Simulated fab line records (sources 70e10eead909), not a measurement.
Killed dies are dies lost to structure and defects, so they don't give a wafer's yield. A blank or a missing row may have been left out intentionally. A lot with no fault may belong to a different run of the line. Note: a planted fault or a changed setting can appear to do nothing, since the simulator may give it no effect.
Struck lot and sound lot, side by side :: flow nandHarc :: 42 out of 1159 route steps
Sound: wafers L611.1, L611.2, L611.5. Wafers struck: L619.2, L619.5, L619.6. The cause comes at the end.
At each step with rows: each side's tool, then ch and its chambers, then its first start. Under that, the readings that differ: sound wafers :: struck wafers :: difference of the means :: sigmas: that difference in standard deviations of wafers without a fault.
alike: readings with means less than 2 such deviations apart, plus words and numbers identical on both sides. not compared: withheld readings, readings lacking a value on some wafer, bounds such as >300 that could conceal the same value, and numbers that have no deviation in the record and whose values overlap.
Wherever a step has rows on one side only, a row that says differs or no value, or a row with sigmas, the two part there. Non-overlapping numbers with no deviation appear without sigmas and do not part them. A reading that every wafer of one side lacks parts them only if that side has two wafers or more.

first, 5 steps without rows for these wafers: NHARC_A_M1_PVD_20 (deposits TaN, target thk 5 nm, time 8.06 s); NHARC_A_M1_PVD_21 (deposits Cu, target thk 30 nm, time 20.49 s); NHARC_A_M1_ECD_22 (material Cu, target thk 400 nm); NHARC_A_M1_ANNEAL_31 (time 90 s); NHARC_A_M1_CMP_23 (polishes, t overpolish 20 s, target thk 154.34 nm).
NHARC_A_M1_THK_MEAS_24: measures by xrf.
  sound on filmMetro-01, day 18 03:10; struck on filmMetro-01, day 21 14:17
  alike: thkNm
after that, 1 step had no rows for these wafers: NHARC_A_M1_SRD_25.
NHARC_A_M1_INSPECT_27:
  sound on defectInspect-01, day 18 03:19; struck on defectInspect-01, day 21 14:26
  alike: rawDefectCount
NHARC_A_M1_PRE_CLEAN_32: time 12 s.
  sound on pecvd-02 ch 0,1, day 18 03:23; struck on pecvd-02 ch 0,2, day 21 14:44
  alike: heaterPowerW
NHARC_A_M1_DEP_33: deposits SiCN, target thk 30 nm.
  sound on pecvd-02 ch 0,1, day 18 03:28; struck on pecvd-02 ch 0,2, day 21 14:49
  alike: heaterPowerW
then, 1 step without rows for these wafers: NHARC_A_BONDPAD_DEP_00 (deposits SiCN, target thk 250 nm).
NHARC_A_BONDPAD_CMP_29: polishes SiCN, target thk 200 nm.
  sound on cmp-01 ch 1,2,3, day 18 04:25; struck on cmp-01 ch 0,3, day 21 15:54
  alike: motorCurrentA
NHARC_A_BONDPAD_THK_MEAS_30: measures by ellipsometry.
  sound on filmMetro-01, day 18 04:40; struck on filmMetro-01, day 21 16:09
  alike: thkNm
then, 10 steps without rows for these wafers: NHARC_A_BONDPAD_SRD_31; NHARC_A_BONDPAD_DEHYDRATE_01 (time 120 s); NHARC_A_BONDPAD_HMDS_02 (time 30 s); NHARC_A_BONDPAD_COAT_33 (time 65 s); NHARC_A_BONDPAD_COAT_03 (resist thk 600 nm); NHARC_A_BONDPAD_SOFTBAKE_04 (time 70 s); NHARC_A_BONDPAD_EBR_05; NHARC_A_BONDPAD_EXPOSE_06 (exposes mask A BPAD); NHARC_A_BONDPAD_PEB_07 (peb time 80 s); NHARC_A_BONDPAD_DEVELOP_08 (time 50 s).
NHARC_A_BONDPAD_CD_MEAS_09 targets a cd of 500 nm.
  sound on cdSem-02 ch 0, day 18 05:14; struck on cdSem-01 ch 0, day 21 16:43
  alike: cdNm
NHARC_A_BONDPAD_OVL_MEAS_35:
  sound on overlay-02, day 18 05:20; struck on overlay-02, day 21 16:48
  alike: overlayXNm, overlayYNm
then, 3 steps without rows for these wafers: NHARC_A_BONDPAD_HARDBAKE_10 (time 65 s); NHARC_A_BONDPAD_DESCUM_11 (chemistry O2, time 3 s); NHARC_A_BONDPAD_ETCH_34 (etches the open film in N2/H2, target depth 60 nm, overetch 18 nm, time 65.91 s).
NHARC_A_BONDPAD_ETCH_12: etches the open film in CHF3/O2, target depth 220 nm, time 110 s.
  sound: rieDiel-05 ch 0,1; struck: rieDiel-05 ch 0,1,3
  alike: drypumpMotorCurrentA, oesProductAu, rfVppV, showerheadPlenumPTorr, throttleValvePct
  not compared: rfHoursCounterH
NHARC_A_BONDPAD_CD_MEAS_13:
  sound on cdSem-01, day 18 05:46; struck on cdSem-03, day 21 17:15
  alike: cdNm
then, 6 steps without rows for these wafers: NHARC_A_BONDPAD_STRIP_15 (strips in O2); NHARC_A_BONDPAD_ETCH_24 (etches the open film in CF4/N2, target depth 30 nm, time 72.99 s); NHARC_A_BONDPAD_STRIP_16 (strips in post etch residue remover, time 600 s); NHARC_A_BONDPAD_DEGAS_25 (time 60 s); NHARC_A_BONDPAD_PRE_CLEAN_26 (time 30 s); NHARC_A_BONDPAD_PVD_17 (deposits TaN, target thk 5 nm, time 8.06 s).
NHARC_A_BONDPAD_PVD_27: deposits Cu, target thk 30 nm, time 20.49 s.
  sound on pvdSputter-01; struck on pvdSputter-02
  alike: throttleValvePct
then, 1 step without rows for these wafers: NHARC_A_BONDPAD_ECD_18 (material Cu, target thk 400 nm).
NHARC_A_BONDPAD_ANNEAL_28: time 90 s.
  sound on rtpAnneal-01 ch 0, day 18 07:11; struck on rtpAnneal-01 ch 0, day 21 18:40
  alike: wafer_temp_C_max
then, 1 step without rows for these wafers: NHARC_A_BONDPAD_CMP_19 (polishes, t overpolish 30 s, cu recess touch 16 s, target thk 169.8 nm).
NHARC_A_BONDPAD_THK_MEAS_20: measures by xrf.
  sound on filmMetro-01, day 18 07:53; struck on filmMetro-02, day 21 19:18
  alike: thkNm
NHARC_END_SORT_01:
  sound on prober-02 ch 0, day 19 17:36; struck on prober-01 ch 0, day 23 03:29
reading: defectLimitedYield (%)
sound: 92.5 95.6 95.6
struck: 29.5 29.5 31.3
difference: -64.5
sigmas: -40

reading: killedAtArray
sound: 49 27 28
struck: 477 474 464
difference: +437
sigmas: +40

reading: killedDies
sound: 51 30 30
struck: 477 477 465
difference: +436
sigmas: +40

reading: sort_bin_2_pct (%)
sound: 3.8 1.3 1.6
struck: 25.4 28.1 23.5
difference: +23.4
sigmas: +36

reading: sort_bin_3_pct (%)
sound: 0.44 0 0.15
struck: 6.20 5.61 7.39
difference: +6.20
sigmas: +27

reading: sort_bin_4_pct (%)
sound: 3.2 3.1 2.7
struck: 38.8 36.8 37.8
difference: +34.8
sigmas: +36

reading: sortNPass
sound: 626 647 647
struck: 200 200 212
difference: -436
sigmas: -40

reading: sortRimYieldPct (%)
sound: 89.6 98.1 99.1
struck: 24.5 30.2 25.5
difference: -68.9
sigmas: -30

reading: sortYieldPct (%)
sound: 92.5 95.6 95.6
struck: 29.5 29.5 31.3
difference: -64.5
sigmas: -40
  alike: killedAtOther, killedAtPeriphery, killedOpen, killedShort

== WHERE THEY PART ==
Within this record, at NHARC_END_SORT_01 only.

WHY: what had been put in by the simulator
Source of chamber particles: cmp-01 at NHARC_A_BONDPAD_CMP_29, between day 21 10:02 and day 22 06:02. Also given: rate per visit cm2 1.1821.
